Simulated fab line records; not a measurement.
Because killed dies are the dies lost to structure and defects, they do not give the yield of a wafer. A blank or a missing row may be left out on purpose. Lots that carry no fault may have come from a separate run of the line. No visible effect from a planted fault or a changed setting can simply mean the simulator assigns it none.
Which tool did it? | flow nandHarc | 24 lots, 72 wafers sampled, at 1 step of a route of 1159

== WHAT EACH GAUGE READ, for each wafer ==
NHARC_A_SLIT_INSPECT_11. Usual: rawDefectCount reads 23 (standard deviation 11).
lot  | measured     | on               | rawDefectCount | flag
L074 | day 13 19:18 | defectInspect-01 | 21 20 30       | 
L075 | day 15 00:11 | defectInspect-02 | 45 47 36       | 
L076 | day 15 00:21 | defectInspect-01 | 3 6 9          | 
L079 | day 15 00:30 | defectInspect-01 | 10 10 7        | 
L077 | day 15 02:08 | defectInspect-01 | 8 8 12         | 
L078 | day 15 02:17 | defectInspect-02 | 25 28 32       | 
L083 | day 16 13:13 | defectInspect-02 | 11 11 21       | 
L081 | day 16 13:56 | defectInspect-02 | 26 11 15       | 
L084 | day 16 14:55 | defectInspect-02 | 24 35 21       | 
L082 | day 16 15:11 | defectInspect-02 | 22 27 28       | 
L080 | day 16 18:50 | defectInspect-02 | 10 10 10       | 
L085 | day 17 02:14 | defectInspect-02 | 31 25 27       | 
L086 | day 17 02:22 | defectInspect-02 | 13 12 15       | 
L088 | day 17 02:32 | defectInspect-02 | 32 26 31       | 
L087 | day 17 20:47 | defectInspect-01 | 27 29 18       | 
L089 | day 17 21:23 | defectInspect-01 | 9 6 14         | 
L090 | day 17 22:39 | defectInspect-02 | 32 26 39       | 
L092 | day 18 13:02 | defectInspect-02 | 33 29 35       | 
L091 | day 18 13:41 | defectInspect-01 | 30 43 38       | 
L094 | day 21 02:12 | defectInspect-02 | 15 16 21       | 
L097 | day 21 03:30 | defectInspect-02 | 16 7 21        | 
L096 | day 21 04:03 | defectInspect-01 | 37 39 38       | 
L093 | day 21 05:32 | defectInspect-02 | 34 42 38       | 
L095 | day 21 14:43 | defectInspect-01 | 14 17 18       | 

== TOOL THAT RAN EACH LOT (tool first, then ch and the chambers of the sampled wafers, then the start) ==
The record holds no process step before these readings.

== WHAT THE TOOLS THEMSELVES READ (means of the sampled wafers that have a number; where no wafer has one, the mark that the record gives instead) ==
The record holds no such reading with a usual standard deviation.

== THE ANSWER, worked out from the rows above alone ==
Rule: a lot is off if the mean of its wafers that have a number lies more than 3 standard deviations from the usual mean. Also off: a lot with no number at a reading for which 4 or more lots have one. Any other lot the step has rows for is counted as sound. After the gauges, taken in route order, come the tools' own readings; for these a lot's mean is taken, as printed above. The first step at which some lot is off is used, and at that step the reading that is off furthest; a lot without a number counts as furthest.
Nothing can be told from this: no lot is off at any reading shown.

== WHAT THE SIMULATOR HAD INSERTED ==
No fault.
